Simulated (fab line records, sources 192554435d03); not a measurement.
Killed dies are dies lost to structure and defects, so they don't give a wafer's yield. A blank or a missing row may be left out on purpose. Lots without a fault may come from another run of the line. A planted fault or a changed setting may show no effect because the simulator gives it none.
Chamber matching | flow n5_finfet | N5_SPACER0_ALD_07 on ald_sin-03: 4 sister chambers
The step deposits SiNx, target thk 2 nm. 8 wafers are shown with their chamber, then 7 later ones without.

WAFERS WITH THEIR CHAMBER
wafer  | chamber | heater_power_w (W)
L076.3 | 1       | 782
L076.4 | 2       | 869
L079.6 | 0       | 1070
L080.3 | 3       | 772
L080.4 | 1       | 784
L080.5 | 0       | 1052
L084.2 | 3       | 762
L084.3 | 2       | 847

WAFERS WITHOUT THEIR CHAMBER
wafer  | heater_power_w (W)
L084.6 | 798
L088.1 | 767
L088.3 | 1084
L088.4 | 831
L093.3 | 852
L093.4 | 785
L093.6 | 774

WHICH CHAMBER EACH WENT THROUGH
wafer  | from the rows above     | in truth
L084.6 | can't be placed: 1 or 3 | 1
L088.1 | can't be placed: 3 or 1 | 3
L088.3 | 0                       | 0
L088.4 | can't be placed: 2 or 1 | 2
L093.3 | 2                       | 2
L093.4 | can't be placed: 1 or 3 | 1
L093.6 | can't be placed: 3 or 1 | 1
Placed correctly: 2 of 7. Can't be placed from these rows: 5 (the true chamber is among the candidates in 5). Placed wrongly: 0.
How it was worked out, from the rows above alone: a wafer's distance from a chamber is the root of the sum, over the readings, of the square of ((its reading less the chamber's mean) divided by the reading's scatter). The wafer belongs to the nearest chamber; if the next one is less than 2 further off, it can't be placed. A chamber's mean is the mean of its shown wafers. The scatter: the root of (the sum of the squares of (reading less its chamber's mean) over the shown wafers, divided by (wafers less chambers)).
